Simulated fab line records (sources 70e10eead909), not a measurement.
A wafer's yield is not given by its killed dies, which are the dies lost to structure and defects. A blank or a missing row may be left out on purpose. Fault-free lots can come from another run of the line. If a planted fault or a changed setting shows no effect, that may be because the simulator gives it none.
Which tool is to blame? + flow nand harc + Sampling: 13 lots, 39 wafers, 6 of 1159 route steps

== WHAT EACH GAUGE READ, for each wafer ==
NHARC_A_CONTACT_CD_MEAS_53. Usual: cd nm at 189.8 nm, with a standard deviation of 0.82.
| lot  | measured     | on        | cd nm (nm)        | flag |
|------|--------------|-----------|-------------------|------|
| L984 | day 16 15:04 | cd sem-01 | 189.5 189.0 189.4 |      |
| L988 | day 16 19:50 | cd sem-03 | 190.3 189.2 189.2 |      |
| L985 | day 16 21:07 | cd sem-03 | 187.8 187.6 188.0 |      |
| L986 | day 17 01:29 | cd sem-02 | 189.3 189.6 189.8 |      |
| L989 | day 17 08:16 | cd sem-02 | 189.0 189.8 190.0 |      |
| L987 | day 17 14:43 | cd sem-03 | 190.6 190.0 190.6 |      |
| L995 | day 19 03:26 | cd sem-03 | 189.3 188.8 190.2 |      |
| L997 | day 19 11:08 | cd sem-02 | 190.5 189.3 189.8 |      |
| L998 | day 19 16:33 | cd sem-03 | 190.0 189.9 189.5 |      |
| L100 | day 19 17:19 | cd sem-03 | 190.9 190.0 189.8 |      |
| L103 | day 21 16:23 | cd sem-01 | 191.6 192.1 191.8 |      |
| L107 | day 22 07:46 | cd sem-03 | 190.6 189.8 190.0 |      |
| L105 | day 22 12:40 | cd sem-01 | 189.7 189.9 190.3 |      |

NHARC_A_CONTACT_OVL_MEAS_70. Usual: overlay x nm -0.2 nm, standard deviation 0.7; overlay y nm 0.1 nm, standard deviation 0.75.
| lot  | measured     | on         | overlay x nm (nm) | overlay y nm (nm) | flag |
|------|--------------|------------|-------------------|-------------------|------|
| L984 | day 16 19:46 | overlay-01 | -0.4 -0.3 -0.4    | 0.9 0.5 0.6       |      |
| L988 | day 16 23:40 | overlay-02 | 0.1 -0.5 -0.4     | -0.4 -0.8 -0.2    |      |
| L985 | day 17 00:51 | overlay-01 | -0.5 -0.7 0.0     | 0.3 0.3 0.9       |      |
| L986 | day 17 06:29 | overlay-02 | -0.7 -0.6 -0.9    | 0.0 -0.5 0.1      |      |
| L989 | day 17 12:14 | overlay-02 | -0.2 -0.2 -0.1    | 0.3 0.4 0.1       |      |
| L987 | day 17 18:26 | overlay-02 | 0.7 1.0 0.4       | 1.2 1.6 1.1       |      |
| L995 | day 19 08:46 | overlay-01 | -0.9 -0.3 -1.1    | -0.2 0.3 -0.7     |      |
| L997 | day 19 14:57 | overlay-01 | 23.5 23.4 24.0    | -0.4 -0.2 0.1     | OFF  |
| L998 | day 19 20:22 | overlay-01 | 23.5 23.7 23.2    | -0.8 -0.5 -0.8    | OFF  |
| L100 | day 19 21:00 | overlay-02 | 1.0 0.9 1.4       | 1.8 1.4 1.4       |      |
| L103 | day 21 20:01 | overlay-01 | 0.5 0.8 0.6       | 0.2 0.1 0.6       |      |
| L107 | day 22 12:20 | overlay-01 | -1.0 -0.6 -0.7    | 1.2 1.0 0.7       |      |
| L105 | day 22 16:14 | overlay-02 | -1.6 -0.9 -1.7    | -0.4 -0.6 -0.7    |      |

NHARC_END_SORT_01. Usual: killed at array 27, standard deviation 11; killed at other 0.7, standard deviation 1.1; killed at periphery 3.6, standard deviation 2.4; killed dies 32, standard deviation 11; killed open 3.3, standard deviation 1.8; killed short 2.1, standard deviation 1.5.
| lot  | measured     | on        | killed at array | killed at other | killed at periphery | killed dies | killed open | killed short | flag |
|------|--------------|-----------|-----------------|-----------------|---------------------|-------------|-------------|--------------|------|
| L995 | day 21 22:11 | prober-01 | 35 50 37        | 2 0 0           | 3 4 2               | 40 54 39    | 3 6 2       | 4 4 3        |      |

== EACH LOT AND THE TOOL THAT RAN IT (in order: tool; ch and the chambers of the sampled wafers; start) ==
| lot  | NHARC_A_CONTACT_EXPOSE_66          | NHARC_A_CONTACT_ETCH_125             | NHARC_A_CONTACT_ETCH_129             |
|------|------------------------------------|--------------------------------------|--------------------------------------|
| L984 | arfi scanner-01 ch 0, day 16 19:33 | har cap etch-01 ch 0, day 16 21:14   | har cap etch-01 ch 0, day 16 21:48   |
| L988 | arfi scanner-01 ch 0, day 16 23:26 | har cap etch-03 ch 0,1, day 17 01:14 | har cap etch-03 ch 0,1, day 17 01:59 |
| L985 | arfi scanner-02 ch 0, day 17 00:38 | har cap etch-01 ch 0,1, day 17 02:19 | har cap etch-01 ch 0,1, day 17 02:53 |
| L986 | arfi scanner-02 ch 0, day 17 06:15 | har cap etch-02 ch 0,1, day 17 08:03 | har cap etch-02 ch 0,1, day 17 08:37 |
| L989 | arfi scanner-03 ch 0, day 17 12:00 | har cap etch-03 ch 0,1, day 17 13:47 | har cap etch-03 ch 0,1, day 17 14:33 |
| L987 | arfi scanner-02 ch 0, day 17 18:13 | har cap etch-02 ch 0,1, day 17 20:08 | har cap etch-02 ch 0,1, day 17 20:53 |
| L995 | arfi scanner-03 ch 0, day 19 08:32 | har cap etch-02 ch 0,1, day 19 10:13 | har cap etch-02 ch 0,1, day 19 10:47 |
| L997 | arfi scanner-02 ch 0, day 19 14:43 | har cap etch-02 ch 0,1, day 19 16:23 | har cap etch-02 ch 0,1, day 19 16:58 |
| L998 | arfi scanner-02 ch 0, day 19 20:08 | har cap etch-02 ch 0,1, day 19 22:05 | har cap etch-02 ch 0,1, day 19 22:50 |
| L100 | arfi scanner-03 ch 0, day 19 20:46 | har cap etch-01 ch 0,1, day 19 23:02 | har cap etch-01 ch 0,1, day 19 23:37 |
| L103 | arfi scanner-01 ch 0, day 21 19:47 | har cap etch-03 ch 0,1, day 21 21:33 | har cap etch-03 ch 0,1, day 21 22:09 |
| L107 | arfi scanner-01 ch 0, day 22 12:07 | har cap etch-02 ch 0,1, day 22 13:46 | har cap etch-02 ch 0,1, day 22 14:20 |
| L105 | arfi scanner-03 ch 0, day 22 16:01 | har cap etch-01 ch 1, day 22 17:58   | har cap etch-01 ch 1, day 22 18:32   |
- NHARC_A_CONTACT_EXPOSE_66: exposes mask A CC 2.
- NHARC_A_CONTACT_ETCH_125: etches the open film in C4F8/O2/Ar, time 155 s, target depth 956 nm.
- NHARC_A_CONTACT_ETCH_129: etches the open film in C4F8/O2/Ar, time 155 s, target depth 956 nm.

== AS READ BY THE TOOLS THEMSELVES (means over the sampled wafers that have a number; for cases with no such wafer, the mark the record gives instead) ==
The record holds no such reading with a usual standard deviation.

== THE ANSWER, worked out from the rows above alone ==
Rule: a lot is off if the mean of its wafers that have a number lies more than 3 standard deviations from the usual mean. Also off: a lot with no number at a reading for which 4 or more lots have one. The other lots that the step has rows for count as sound. After the gauges, taken in route order, come the tools' own readings; for these a lot's mean is taken, as printed above. At the first step where some lot is off, the reading lying furthest off is the one used; lots without a number count as furthest.
Off: L997, L998, at NHARC_A_CONTACT_OVL_MEAS_70 (overlay x nm).
A tool fits if, at a process step before that reading, it ran every lot that is off, and no sound lot after the first of them. Those tools and the gauges at NHARC_A_CONTACT_OVL_MEAS_70 are tried in the same way. One fits: NHARC_A_CONTACT_EXPOSE_66 on arfi scanner-02. Its last sound lot is L987 (day 17 18:13), its first lot that is off L997 (day 19 14:43): a fault that began between those two fits.

== WHAT THE SIMULATOR PUT IN ==
Scanner matching overlay: arfi scanner-02, from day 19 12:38 on, at NHARC_A_CONTACT_EXPOSE_66. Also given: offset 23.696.
Lots struck among those shown: L997, L998. Same finding as the rule above.
